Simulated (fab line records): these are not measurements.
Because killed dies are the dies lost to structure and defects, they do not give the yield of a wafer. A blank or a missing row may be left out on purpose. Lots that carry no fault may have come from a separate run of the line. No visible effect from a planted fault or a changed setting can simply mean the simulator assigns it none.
fab line records	flow n5Finfet
[record] lots = 24	wafers = 72	lastDay = 18
route steps=1938 shown BEOL_M9@1448 BEOL_M10@1472 BEOL_M11@1551
lots that met no fault: taken from a fault-free run of the same line
startH: start of the lot's first displayed wafer, in hours after the record's first day	waitH: hours from the lot's prior step to this one	" the same as in the row above	L1.1+2: one row covering several wafers at once	- no value, or no start given	* or withheld: withheld	< > ~ a bound
route shown NAME@n: NAME is a module with steps in the file, n the number in the route of the first one	usual: average and standard deviation across the fault-free wafers	same: alike in all rows	chamber/n: place in a boat	sites: readings site by site	_std_site: their standard deviation	_edge_site: outer sites' mean less inner sites'	radiusMm: how far each site lies from the wafer's centre	mask NAME#n: copy n	behind: the last tool/chamber to shape the wafer	hold: why the lot was held/for how many hours/how that ended	device: transistor that didn't switch, given as n, p or np	end of line: tests of these same wafers at the route's end	for a step that has no rows: nothing shown but its recipe	killed: not the wafer's yield, but the dies lost to structure and defects at the first sort	map: dies across one wafer; x = killed, . = not, _ = none there
set.NAME: the setting as run; set.NAME@STEP: as run at that earlier step	model.NAME: the simulator's own value behind a step, which no gauge read
steps of the route over a sample of lots; a table a step, a row a wafer
services: a tool's chamber out of use, with start hour (startH, from the record's first day; less than 0 if before it), hours out, and reason
[[steps]]
[step N5_BEOL_M9_STRIP_80]
[recipe] chemistry = N2/H2	timeS = 10	powerW = 450	tempC = 40	pressureMtorr = 20	rfFrequencyHz = 6e+07	biasPowerW = 7	n2FlowSccm = 200	h2FlowSccm = 200
[usual] drypumpMotorCurrentA = 5.8/0.35	h2FlowSccm = 200.0/0.55	oesProductAu = 0.79/0.1	rfVppV = 59.0/0.91	showerheadPlenumPTorr = 2.51/0.079	throttleValvePct = 23.60/0.27
lot.wafer	tool	chamber	startH	waitH	drypumpMotorCurrentA	h2FlowSccm	oesProductAu	rfHoursCounterH	rfVppV	showerheadPlenumPTorr	throttleValvePct
L074.1	rieDiel-02	1	-	-	5.7	200.6	0.76	146	59.1	2.34	23.10
L074.4	"	3	"	"	6.3	199.1	0.96	6	58.0	2.60	23.30
L074.5	"	3	"	"	6.3	200.4	0.96	-	59.6	2.60	23.29
L075.2	rieDiel-02	1	-	-	5.7	200.5	0.76	149	58.3	2.33	23.09
L075.4	"	3	"	"	6.3	200.1	0.95	8	58.2	2.60	23.31
L075.6	"	0	"	"	5.7	199.6	0.74	-	59.6	2.53	23.97
L077.1	rieDiel-04	2	-	-	5.7	201.4	0.94	8	59.4	2.49	23.53
L077.2	"	3	"	"	5.8	200.0	0.72	231	58.6	2.50	23.87
L077.5	"	2	"	"	5.7	199.7	0.93	-	58.9	2.49	23.53
L076.1	rieDiel-02	0	-	-	5.7	199.7	0.73	162	58.7	2.53	23.94
L076.2	"	3	"	"	6.3	200.2	0.93	12	58.3	2.60	23.30
L076.4	"	1	"	"	5.7	200.4	0.75	152	59.7	2.33	23.10
L078.2	rieDiel-04	3	-	-	5.8	200.2	0.71	233	59.3	2.50	23.90
L078.4	"	1	"	"	6.1	200.2	0.74	176	59.5	2.64	23.55
L078.6	"	1	"	"	6.1	201.0	0.73	-	59.1	2.64	23.57
L079.3	rieDiel-04	1	-	-	6.1	199.4	0.74	177	59.2	2.64	23.55
L079.4	"	0	"	"	5.6	199.8	0.69	222	59.6	2.51	23.83
L079.6	"	2	"	"	5.7	200.1	0.93	-	59.7	2.49	23.54
L080.3	rieDiel-03	0	-	-	6.1	201.2	0.74	198	59.8	2.41	23.49
L080.5	"	2	"	"	6.2	200.4	0.71	-	58.0	2.43	23.88
L080.6	"	3	"	"	6.2	199.7	0.78	-	58.2	2.44	23.70
L081.2	rieDiel-04	0	-	-	5.6	199.8	0.68	225	59.6	2.51	23.87
L081.3	"	3	"	"	5.8	200.1	0.70	236	58.0	2.50	23.90
L081.4	"	0	"	"	5.6	199.8	0.68	-	59.7	2.51	23.87
L083.1	rieDiel-04	2	-	-	5.7	200.0	0.92	15	59.8	2.48	23.54
L083.2	"	3	"	"	5.8	199.2	0.71	238	58.3	2.50	23.89
L083.3	"	1	"	"	6.1	200.3	0.74	181	58.2	2.64	23.57
L082.2	rieDiel-02	3	-	-	6.3	199.7	0.91	19	58.8	2.60	23.32
L082.4	"	0	"	"	5.7	200.5	0.72	168	57.0	2.53	23.97
L082.6	"	2	"	"	5.2	200.6	0.91	-	59.7	2.48	22.98
L084.2	rieDiel-04	3	-	-	5.8	199.5	0.71	239	59.5	2.50	23.88
L084.4	"	2	"	"	5.7	200.0	0.90	21	60.5	2.48	23.54
L084.5	"	2	"	"	5.7	200.5	0.90	-	59.9	2.48	23.54
L085.1	rieDiel-04	3	-	-	5.8	200.9	0.71	243	58.3	2.50	23.91
L085.3	"	2	"	"	5.7	199.7	0.89	25	59.9	2.48	23.55
L085.5	"	1	"	"	6.1	199.8	0.72	-	60.1	2.63	23.58
L086.2	rieDiel-04	2	-	-	5.7	200.3	0.90	27	58.1	2.48	23.56
L086.3	"	0	"	"	5.6	199.7	0.68	237	59.6	2.50	23.88
L086.6	"	2	"	"	5.7	200.4	0.89	-	58.5	2.48	23.56
L087.1	rieDiel-03	1	-	-	4.7	200.3	0.90	33	60.4	2.58	23.30
L087.3	"	2	"	"	6.2	200.2	0.70	203	58.6	2.42	23.88
L087.6	"	0	"	"	6.1	200.7	0.74	-	59.3	2.41	23.49
L089.1	rieDiel-04	0	-	-	5.6	200.0	0.67	243	59.4	2.50	23.88
L089.5	"	2	"	"	5.7	200.7	0.88	-	59.5	2.48	23.56
L089.6	"	1	"	"	6.1	199.4	0.72	-	59.8	2.63	23.60
L090.1	rieDiel-02	0	-	-	5.7	200.4	0.72	180	59.9	2.53	23.98
L090.3	"	3	"	"	6.3	200.5	0.88	31	59.6	2.59	23.33
L090.4	"	2	"	"	5.2	200.7	0.88	35	58.4	2.47	23.01
L088.1	rieDiel-04	2	-	-	5.7	200.3	0.88	36	59.5	2.48	23.53
L088.4	"	0	"	"	5.6	199.2	0.67	-	58.2	2.50	23.90
L088.6	"	2	"	"	5.7	199.9	0.88	-	59.3	2.48	23.54
L093.1	rieDiel-04	1	-	-	6.1	200.0	0.72	205	59.0	2.63	23.60
L093.3	"	0	"	"	5.5	200.0	0.67	250	59.6	2.50	23.89
L093.4	"	2	"	"	5.7	200.4	0.88	-	58.5	2.47	23.58
L091.2	rieDiel-04	2	-	-	5.7	200.5	0.87	41	56.9	2.47	23.57
L091.5	"	1	"	"	6.1	198.9	0.72	-	58.9	2.63	23.62
L091.6	"	3	"	"	5.8	200.0	1.04	-	59.1	2.49	23.52
L092.1	rieDiel-04	1	-	-	6.1	199.5	0.71	209	58.3	2.63	23.61
L092.2	"	3	"	"	5.8	199.8	1.00	2	57.6	2.49	23.52
L092.4	"	1	"	"	6.1	200.4	0.71	-	59.5	2.62	23.62
L094.1	rieDiel-03	0	-	-	6.1	200.1	0.72	223	56.9	2.40	23.53
L094.5	"	0	"	"	6.1	200.7	0.72	-	57.1	2.40	23.51
L094.6	"	1	"	"	4.7	201.1	0.89	-	58.7	2.57	23.32
L095.3	rieDiel-02	1	-	-	5.7	199.4	0.73	180	59.5	2.32	23.12
L095.4	"	0	"	"	5.7	199.9	0.71	190	60.1	2.52	23.98
L095.6	"	0	"	"	5.7	199.6	0.71	-	58.8	2.52	24.00
L096.1	rieDiel-03	2	-	-	6.2	200.0	0.69	221	57.3	2.41	23.93
L096.4	"	3	"	"	6.2	200.8	0.75	158	60.4	2.43	23.72
L096.5	"	2	"	"	6.2	200.4	0.70	-	59.1	2.41	23.91
L097.1	rieDiel-04	2	-	-	5.7	200.7	0.84	55	57.8	2.47	23.60
L097.3	"	3	"	"	5.8	198.9	0.96	14	59.1	2.49	23.54
L097.5	"	2	"	"	5.7	200.6	0.84	-	59.9	2.47	23.57
[step N5_BEOL_M10_THK_MEAS_01]
[recipe] reads = SiCOH_lowk_of_BEOL_M10_ILD_DEP_00
[usual] M10_ILD_THK = 268/3.1
lot.wafer	tool	chamber	startH	waitH	M10_ILD_THK[nm]
L074.1	filmMetro-02	-	215.54	0.4	269
L074.4	"	-	"	"	277
L074.5	"	-	"	"	270
L075.2	filmMetro-02	-	224.84	0.4	267
L075.4	"	-	"	"	270
L075.6	"	-	"	"	272
L077.1	filmMetro-01	-	234.74	0.4	266
L077.2	"	-	"	"	270
L077.5	"	-	"	"	271
L076.1	filmMetro-01	-	236.48	0.4	263
L076.2	"	-	"	"	264
L076.4	"	-	"	"	270
L078.2	filmMetro-02	-	242.68	0.4	268
L078.4	"	-	"	"	273
L078.6	"	-	"	"	270
L079.3	filmMetro-02	-	243.58	0.3	266
L079.4	"	-	"	"	272
L079.6	"	-	"	"	268
L080.3	filmMetro-02	-	250.56	0.3	267
L080.5	"	-	"	"	270
L080.6	"	-	"	"	271
L081.2	filmMetro-01	-	254.69	0.4	263
L081.3	"	-	"	"	266
L081.4	"	-	"	"	268
L083.1	filmMetro-02	-	261.62	0.4	260
L083.2	"	-	"	"	261
L083.3	"	-	"	"	266
L082.2	filmMetro-02	-	262.06	0.4	270
L082.4	"	-	"	"	273
L082.6	"	-	"	"	276
L084.2	filmMetro-02	-	272.63	0.4	264
L084.4	"	-	"	"	265
L084.5	"	-	"	"	267
L085.1	filmMetro-01	-	283.89	0.4	265
L085.3	"	-	"	"	266
L085.5	"	-	"	"	269
L086.2	filmMetro-01	-	286.85	0.4	266
L086.3	"	-	"	"	271
L086.6	"	-	"	"	269
L087.1	filmMetro-01	-	294.12	0.4	262
L087.3	"	-	"	"	262
L087.6	"	-	"	"	267
L089.1	filmMetro-02	-	300.53	0.4	266
L089.5	"	-	"	"	270
L089.6	"	-	"	"	271
L090.1	filmMetro-02	-	308.92	0.4	263
L090.3	"	-	"	"	265
L090.4	"	-	"	"	269
L088.1	filmMetro-01	-	310.94	0.4	266
L088.4	"	-	"	"	268
L088.6	"	-	"	"	270
L093.1	filmMetro-01	-	317.78	0.4	267
L093.3	"	-	"	"	264
L093.4	"	-	"	"	266
L091.2	filmMetro-01	-	325.68	0.4	267
L091.5	"	-	"	"	271
L091.6	"	-	"	"	270
L092.1	filmMetro-02	-	328.52	0.4	264
L092.2	"	-	"	"	266
L092.4	"	-	"	"	266
L094.1	filmMetro-01	-	329.84	0.4	264
L094.5	"	-	"	"	269
L094.6	"	-	"	"	269
L095.3	filmMetro-02	-	338.11	0.3	265
L095.4	"	-	"	"	272
L095.6	"	-	"	"	269
L096.1	filmMetro-01	-	354.74	0.4	270
L096.4	"	-	"	"	273
L096.5	"	-	"	"	271
L097.1	filmMetro-01	-	367.37	0.4	265
L097.3	"	-	"	"	267
L097.5	"	-	"	"	273
[step N5_BEOL_M10_ETCH_62]
[recipe] chemistry = N2/H2	target = SOC	targetDepthA = 1100	overetchA = 220	maskMaterial = SiARC	tempC = 40	timeS = 165	ionEnergyEv = 200	pressureMtorr = 30	sourceW = 840	biasW = 150	n2FlowSccm = 200	h2FlowSccm = 200
[usual] biasW = 150.0/0.45	drypumpMotorCurrentA = 5.6/0.45	h2FlowSccm = 199.9/0.63	oesProductAu = 0.69/0.061	rfVppV = 524.1/2.7	showerheadPlenumPTorr = 2.55/0.093	throttleValvePct = 17.81/0.2
lot.wafer	tool	chamber	startH	waitH	biasW	drypumpMotorCurrentA	h2FlowSccm	oesProductAu	rfHoursCounterH	rfVppV	showerheadPlenumPTorr	throttleValvePct
L074.1	rieDiel-06	2	217.46	0.0	150.8	5.8	200.1	0.60	224	523.2	2.51	18.01
L074.4	"	3	"	"	150.1	5.7	200.2	0.58	250	524.5	2.60	18.23
L074.5	"	3	"	"	150.5	5.7	199.9	0.58	-	526.5	2.60	18.22
L075.2	rieDiel-05	0	226.20	0.0	150.1	5.5	199.4	0.72	54	522.3	2.47	17.57
L075.4	"	3	"	"	149.2	5.0	199.8	0.72	44	527.8	2.70	17.55
L075.6	"	1	"	"	150.3	6.1	199.1	0.74	-	526.2	2.58	17.52
L077.1	rieDiel-01	1	235.75	0.0	149.3	5.7	199.7	0.58	244	524.3	2.50	17.98
L077.2	"	0	"	"	149.8	6.2	201.0	0.58	245	524.3	2.51	18.30
L077.5	"	0	"	"	149.2	6.2	200.3	0.58	-	521.7	2.51	18.29
L076.1	rieDiel-05	3	237.48	0.0	150.1	5.0	201.2	0.71	48	528.6	2.69	17.56
L076.2	"	1	"	"	150.4	6.1	198.9	0.74	38	525.3	2.58	17.53
L076.4	"	2	"	"	150.8	5.7	200.3	0.70	89	520.4	2.46	18.01
L078.2	rieDiel-06	1	243.48	0.0	150.1	6.2	200.1	0.71	65	528.3	2.69	17.96
L078.4	"	2	"	"	150.2	5.8	199.1	0.59	236	522.6	2.51	18.03
L078.6	"	0	"	"	150.5	4.8	201.0	0.70	-	528.9	2.67	17.86
L079.3	rieDiel-01	0	244.34	0.0	149.4	6.2	199.4	0.58	249	522.2	2.51	18.30
L079.4	"	2	"	"	149.8	5.3	200.5	0.64	138	521.2	2.44	17.77
L079.6	"	2	"	"	150.1	5.3	198.4	0.64	-	521.6	2.44	17.79
L080.3	rieDiel-06	3	252.07	0.0	150.5	5.7	200.0	0.80	4	524.0	2.60	17.77
L080.5	"	1	"	"	149.8	6.3	200.2	0.70	-	526.8	2.69	17.96
L080.6	"	3	"	"	151.2	5.6	199.2	0.81	-	525.9	2.60	17.78
L081.2	rieDiel-05	0	255.50	0.0	150.6	5.5	199.9	0.70	64	522.9	2.47	17.59
L081.3	"	1	"	"	149.7	6.1	198.6	0.73	44	526.3	2.58	17.54
L081.4	"	3	"	"	149.8	5.0	199.8	0.71	54	527.0	2.69	17.55
L083.1	rieDiel-05	3	262.73	0.0	149.2	5.0	200.4	0.71	57	527.9	2.69	17.58
L083.2	"	0	"	"	149.6	5.5	200.9	0.70	67	524.3	2.47	17.57
L083.3	"	1	"	"	149.6	6.1	200.0	0.73	48	524.9	2.58	17.56
L082.2	rieDiel-01	1	263.25	0.0	149.7	5.6	199.7	0.57	257	524.0	2.49	18.01
L082.4	"	2	"	"	150.1	5.3	200.0	0.64	-	521.9	2.44	17.79
L082.6	"	3	"	"	150.5	5.3	200.2	0.66	-	521.3	2.45	17.58
L084.2	rieDiel-05	3	275.38	0.0	149.8	5.0	200.8	0.70	61	527.6	2.69	17.57
L084.4	"	2	"	"	149.7	5.7	199.8	0.70	103	520.1	2.45	18.03
L084.5	"	0	"	"	149.7	5.5	199.7	0.70	-	521.7	2.47	17.59
L085.1	rieDiel-06	3	285.53	0.0	150.4	5.7	200.9	0.76	19	524.8	2.59	17.81
L085.3	"	0	"	"	149.6	4.8	199.7	0.69	96	527.4	2.67	17.91
L085.5	"	2	"	"	150.8	5.8	200.0	0.59	-	522.2	2.50	18.06
L086.2	rieDiel-06	2	290.39	0.0	151.2	5.8	198.6	0.59	247	522.1	2.50	18.05
L086.3	"	3	"	"	150.0	5.7	200.5	0.75	20	526.8	2.59	17.80
L086.6	"	1	"	"	150.2	6.2	199.2	0.69	-	529.2	2.68	17.99
L087.1	rieDiel-06	2	295.77	0.0	149.8	5.8	199.5	0.58	250	523.1	2.50	18.06
L087.3	"	0	"	"	150.4	4.8	200.0	0.68	99	528.1	2.66	17.90
L087.6	"	0	"	"	150.3	4.8	200.9	0.68	-	528.3	2.67	17.90
L089.1	rieDiel-05	1	303.19	0.0	149.5	6.1	200.3	0.72	62	525.2	2.57	17.58
L089.5	"	1	"	"	149.2	6.1	199.8	0.72	-	524.8	2.57	17.57
L089.6	"	0	"	"	150.1	5.5	199.9	0.69	-	520.9	2.46	17.60
L090.1	rieDiel-06	1	309.56	0.0	149.7	6.2	199.1	0.68	91	526.8	2.68	18.00
L090.3	"	3	"	"	149.6	5.7	200.0	0.74	29	524.3	2.59	17.81
L090.4	"	3	"	"	150.4	5.7	199.9	0.75	-	525.6	2.59	17.82
L088.1	rieDiel-01	2	312.46	0.0	149.9	5.3	198.5	0.62	168	520.8	2.43	17.83
L088.4	"	0	"	"	150.0	6.2	200.3	0.77	20	522.6	2.50	17.91
L088.6	"	0	"	"	149.4	6.2	199.9	0.77	-	522.5	2.50	17.91
L093.1	rieDiel-01	1	318.91	0.0	149.3	5.6	199.4	0.80	11	521.0	2.49	17.57
L093.3	"	0	"	"	150.0	6.2	199.3	0.76	23	521.6	2.50	17.90
L093.4	"	3	"	"	150.3	5.3	199.6	0.64	154	520.6	2.44	17.63
L091.2	rieDiel-01	1	327.64	0.0	149.8	5.7	199.5	0.79	13	524.6	2.49	17.59
L091.5	"	3	"	"	149.8	5.3	199.4	0.63	-	521.3	2.44	17.65
L091.6	"	0	"	"	149.5	6.2	199.5	0.76	-	523.4	2.50	17.92
L092.1	rieDiel-06	2	331.78	0.0	150.1	5.8	201.2	0.81	4	522.8	2.50	17.65
L092.2	"	0	"	"	150.1	4.8	199.6	0.67	114	527.6	2.66	17.94
L092.4	"	1	"	"	149.8	6.3	199.1	0.67	101	527.7	2.68	18.02
L094.1	rieDiel-01	2	331.93	0.0	148.9	5.3	200.1	0.62	175	520.9	2.43	17.84
L094.5	"	0	"	"	150.6	6.2	199.0	0.75	-	522.2	2.50	17.91
L094.6	"	3	"	"	149.8	5.3	199.6	0.64	-	520.6	2.43	17.65
L095.3	rieDiel-01	1	339.11	0.0	150.4	5.7	200.6	0.79	16	522.8	2.48	17.58
L095.4	"	2	"	"	149.6	5.3	200.7	0.62	-	521.6	2.42	17.85
L095.6	"	0	"	"	150.0	6.2	200.0	0.76	-	520.8	2.50	17.90
L096.1	rieDiel-05	3	356.03	0.0	150.3	5.0	199.9	0.68	90	527.8	2.67	17.64
L096.4	"	2	"	"	150.5	5.7	199.9	0.67	131	520.5	2.44	18.08
L096.5	"	0	"	"	149.7	5.5	200.1	0.67	-	521.0	2.45	17.64
L097.1	rieDiel-06	0	368.01	0.0	149.8	4.8	200.7	0.65	129	527.2	2.65	17.94
L097.3	"	2	"	"	149.8	5.8	199.9	0.78	15	521.2	2.50	17.66
L097.5	"	0	"	"	149.7	4.8	200.3	0.66	-	526.7	2.65	17.94
[step N5_BEOL_M10_DEGAS_44]
[recipe] ambient = vacuum	tempC = 250	timeS = 60
[usual] heaterPowerW = 347/32
lot.wafer	tool	chamber	startH	waitH	heaterPowerW
L074.1	pvdSputter-03	-	220.01	0.3	346
L074.4	"	-	"	"	301
L074.5	"	-	"	"	341
L075.2	pvdSputter-03	-	230.19	1.5	350
L075.4	"	-	"	"	348
L075.6	"	-	"	"	300
L077.1	pvdSputter-02	-	239.45	2.2	428
L077.2	"	-	"	"	330
L077.5	"	-	"	"	329
L076.1	pvdSputter-02	-	240.01	0.6	360
L076.2	"	-	"	"	333
L076.4	"	-	"	"	416
L078.2	pvdSputter-01	-	247.69	0.5	327
L078.4	"	-	"	"	352
L078.6	"	-	"	"	363
L079.3	pvdSputter-03	-	247.92	0.3	302
L079.4	"	-	"	"	344
L079.6	"	-	"	"	306
L080.3	pvdSputter-02	-	255.20	0.3	321
L080.5	"	-	"	"	339
L080.6	"	-	"	"	412
L081.2	pvdSputter-02	-	259.14	0.7	342
L081.3	"	-	"	"	367
L081.4	"	-	"	"	415
L083.1	pvdSputter-03	-	265.76	1.4	301
L083.2	"	-	"	"	348
L083.3	"	-	"	"	335
L082.2	pvdSputter-01	-	266.01	1.1	354
L082.4	"	-	"	"	372
L082.6	"	-	"	"	334
L084.2	pvdSputter-03	-	280.32	0.2	336
L084.4	"	-	"	"	304
L084.5	"	-	"	"	301
L085.1	pvdSputter-02	-	291.72	0.6	330
L085.3	"	-	"	"	426
L085.5	"	-	"	"	419
L086.2	pvdSputter-01	-	293.73	1.0	343
L086.3	"	-	"	"	319
L086.6	"	-	"	"	346
L087.1	pvdSputter-02	-	298.05	0.5	371
L087.3	"	-	"	"	334
L087.6	"	-	"	"	328
L089.1	pvdSputter-01	-	306.56	0.5	338
L089.5	"	-	"	"	330
L089.6	"	-	"	"	366
L090.1	pvdSputter-01	-	311.60	0.5	324
L090.3	"	-	"	"	338
L090.4	"	-	"	"	358
L088.1	pvdSputter-03	-	314.72	0.3	304
L088.4	"	-	"	"	357
L088.6	"	-	"	"	304
L093.1	pvdSputter-01	-	322.51	0.7	360
L093.3	"	-	"	"	330
L093.4	"	-	"	"	364
L091.2	pvdSputter-03	-	331.63	0.5	302
L091.5	"	-	"	"	349
L091.6	"	-	"	"	301
L094.1	pvdSputter-02	-	336.02	0.7	329
L094.5	"	-	"	"	384
L094.6	"	-	"	"	328
L092.1	pvdSputter-02	-	336.10	0.7	371
L092.2	"	-	"	"	326
L092.4	"	-	"	"	327
L095.3	pvdSputter-01	-	341.11	0.2	350
L095.4	"	-	"	"	336
L095.6	"	-	"	"	328
L096.1	pvdSputter-01	-	358.66	0.5	314
L096.4	"	-	"	"	369
L096.5	"	-	"	"	360
L097.1	pvdSputter-02	-	371.55	0.8	320
L097.3	"	-	"	"	439
L097.5	"	-	"	"	362
[step N5_BEOL_M10_PRE_CLEAN_45]
[recipe] gas = H2/He	timeS = 30	tempC = 250
[usual] heaterPowerW = 347/31
lot.wafer	tool	chamber	startH	waitH	heaterPowerW
L074.1	pvdSputter-03	-	220.05	0.0	336
L074.4	"	-	"	"	306
L074.5	"	-	"	"	344
L075.2	pvdSputter-03	-	230.23	0.0	343
L075.4	"	-	"	"	335
L075.6	"	-	"	"	307
L077.1	pvdSputter-02	-	239.49	0.0	420
L077.2	"	-	"	"	323
L077.5	"	-	"	"	320
L076.1	pvdSputter-02	-	240.05	0.0	376
L076.2	"	-	"	"	330
L076.4	"	-	"	"	422
L078.2	pvdSputter-01	-	247.73	0.0	318
L078.4	"	-	"	"	361
L078.6	"	-	"	"	362
L079.3	pvdSputter-03	-	247.96	0.0	304
L079.4	"	-	"	"	344
L079.6	"	-	"	"	298
L080.3	pvdSputter-02	-	255.24	0.0	326
L080.5	"	-	"	"	342
L080.6	"	-	"	"	421
L081.2	pvdSputter-02	-	259.18	0.0	350
L081.3	"	-	"	"	366
L081.4	"	-	"	"	414
L083.1	pvdSputter-03	-	265.80	0.0	305
L083.2	"	-	"	"	346
L083.3	"	-	"	"	350
L082.2	pvdSputter-01	-	266.05	0.0	364
L082.4	"	-	"	"	363
L082.6	"	-	"	"	324
L084.2	pvdSputter-03	-	280.36	0.0	346
L084.4	"	-	"	"	305
L084.5	"	-	"	"	306
L085.1	pvdSputter-02	-	291.76	0.0	330
L085.3	"	-	"	"	418
L085.5	"	-	"	"	420
L086.2	pvdSputter-01	-	293.77	0.0	368
L086.3	"	-	"	"	329
L086.6	"	-	"	"	343
L087.1	pvdSputter-02	-	298.09	0.0	361
L087.3	"	-	"	"	325
L087.6	"	-	"	"	324
L089.1	pvdSputter-01	-	306.60	0.0	333
L089.5	"	-	"	"	321
L089.6	"	-	"	"	370
L090.1	pvdSputter-01	-	311.64	0.0	322
L090.3	"	-	"	"	338
L090.4	"	-	"	"	358
L088.1	pvdSputter-03	-	314.76	0.0	306
L088.4	"	-	"	"	341
L088.6	"	-	"	"	309
L093.1	pvdSputter-01	-	322.55	0.0	380
L093.3	"	-	"	"	329
L093.4	"	-	"	"	368
L091.2	pvdSputter-03	-	331.67	0.0	309
L091.5	"	-	"	"	339
L091.6	"	-	"	"	288
L094.1	pvdSputter-02	-	336.06	0.0	323
L094.5	"	-	"	"	361
L094.6	"	-	"	"	332
L092.1	pvdSputter-02	-	336.14	0.0	368
L092.2	"	-	"	"	326
L092.4	"	-	"	"	344
L095.3	pvdSputter-01	-	341.15	0.0	363
L095.4	"	-	"	"	342
L095.6	"	-	"	"	315
L096.1	pvdSputter-01	-	358.70	0.0	329
L096.4	"	-	"	"	362
L096.5	"	-	"	"	365
L097.1	pvdSputter-02	-	371.59	0.0	335
L097.3	"	-	"	"	422
L097.5	"	-	"	"	368
[step N5_BEOL_M11_INSPECT_13]
[recipe] mode = adi	inspectInstrument = brightfield
[usual] rawDefectCount = 377/89
lot.wafer	tool	chamber	startH	waitH	rawDefectCount
L074.1	defectInspect-01	-	228.14	0.0	359
L074.4	"	-	"	"	240
L074.5	"	-	"	"	339
L075.2	defectInspect-02	-	234.07	0.0	435
L075.4	"	-	"	"	553
L075.6	"	-	"	"	323
L077.1	defectInspect-01	-	242.59	0.0	332
L077.2	"	-	"	"	438
L077.5	"	-	"	"	360
L076.1	defectInspect-02	-	243.26	0.0	395
L076.2	"	-	"	"	437
L076.4	"	-	"	"	410
L078.2	defectInspect-01	-	251.55	0.0	558
L078.4	"	-	"	"	491
L078.6	"	-	"	"	496
L079.3	defectInspect-02	-	251.95	0.0	267
L079.4	"	-	"	"	403
L079.6	"	-	"	"	356
L080.3	defectInspect-02	-	260.57	0.0	381
L080.5	"	-	"	"	269
L080.6	"	-	"	"	327
L081.2	defectInspect-01	-	266.48	0.0	362
L081.3	"	-	"	"	275
L081.4	"	-	"	"	386
L082.2	defectInspect-01	-	270.23	0.0	421
L082.4	"	-	"	"	454
L082.6	"	-	"	"	467
L083.1	defectInspect-02	-	270.43	0.0	265
L083.2	"	-	"	"	300
L083.3	"	-	"	"	307
L084.2	defectInspect-01	-	283.23	0.0	359
L084.4	"	-	"	"	286
L084.5	"	-	"	"	341
L085.1	defectInspect-01	-	296.25	0.0	430
L085.3	"	-	"	"	474
L085.5	"	-	"	"	669
L086.2	defectInspect-02	-	298.50	0.0	368
L086.3	"	-	"	"	461
L086.6	"	-	"	"	467
L087.1	defectInspect-02	-	302.97	0.0	199
L087.3	"	-	"	"	241
L087.6	"	-	"	"	231
L089.1	defectInspect-02	-	310.13	0.0	376
L089.5	"	-	"	"	321
L089.6	"	-	"	"	306
L090.1	defectInspect-01	-	315.06	0.0	351
L090.3	"	-	"	"	392
L090.4	"	-	"	"	431
L088.1	defectInspect-02	-	318.33	0.0	450
L088.4	"	-	"	"	558
L088.6	"	-	"	"	438
L093.1	defectInspect-01	-	327.64	0.0	341
L093.3	"	-	"	"	328
L093.4	"	-	"	"	358
L091.2	defectInspect-01	-	336.39	0.0	301
L091.5	"	-	"	"	342
L091.6	"	-	"	"	341
L094.1	defectInspect-01	-	341.27	0.0	310
L094.5	"	-	"	"	557
L094.6	"	-	"	"	331
L092.1	defectInspect-01	-	341.30	0.0	381
L092.2	"	-	"	"	453
L092.4	"	-	"	"	353
L095.3	defectInspect-01	-	345.24	0.3	370
L095.4	"	-	"	"	396
L095.6	"	-	"	"	272
L096.1	defectInspect-01	-	362.91	0.0	326
L096.4	"	-	"	"	311
L096.5	"	-	"	"	507
L097.1	defectInspect-01	-	375.50	0.0	302
L097.3	"	-	"	"	288
L097.5	"	-	"	"	349
[[services]]
tool	chamber	startH	hours	kind
rieDiel-04	2	185.70	-	clean
rieDiel-04	2	185.70	-	consumableReplace:focusRing
rieDiel-06	-	186.01	2.8	pm
rieDiel-06	2	193.07	5.0	repair
rieDiel-06	0	248.46	12.2	repair
rieDiel-04	2	250.08	2.5	repair
rieDiel-06	2	253.30	11.7	repair
rieDiel-04	3	257.50	8.1	repair
rieDiel-02	-	270.26	14.6	pm
pvdSputter-03	-	285.89	3.8	repair
rieDiel-02	-	289.47	0.3	repair
rieDiel-04	3	298.96	-	clean
rieDiel-04	3	298.96	-	consumableReplace:focusRing
rieDiel-04	3	298.96	20.0	scheduledDown
rieDiel-04	3	298.96	20.0	ventCycle
rieDiel-04	0	318.99	-	clean
rieDiel-04	0	318.99	-	consumableReplace:focusRing
rieDiel-06	0	323.11	6.4	repair
rieDiel-05	-	328.94	1.0	repair
rieDiel-06	1	331.98	7.0	repair
rieDiel-01	3	338.74	10.4	repair
rieDiel-06	2	343.55	9.0	repair
rieDiel-01	1	346.23	5.1	repair
pvdSputter-02	-	351.75	1.1	repair
[[key]]
fault none
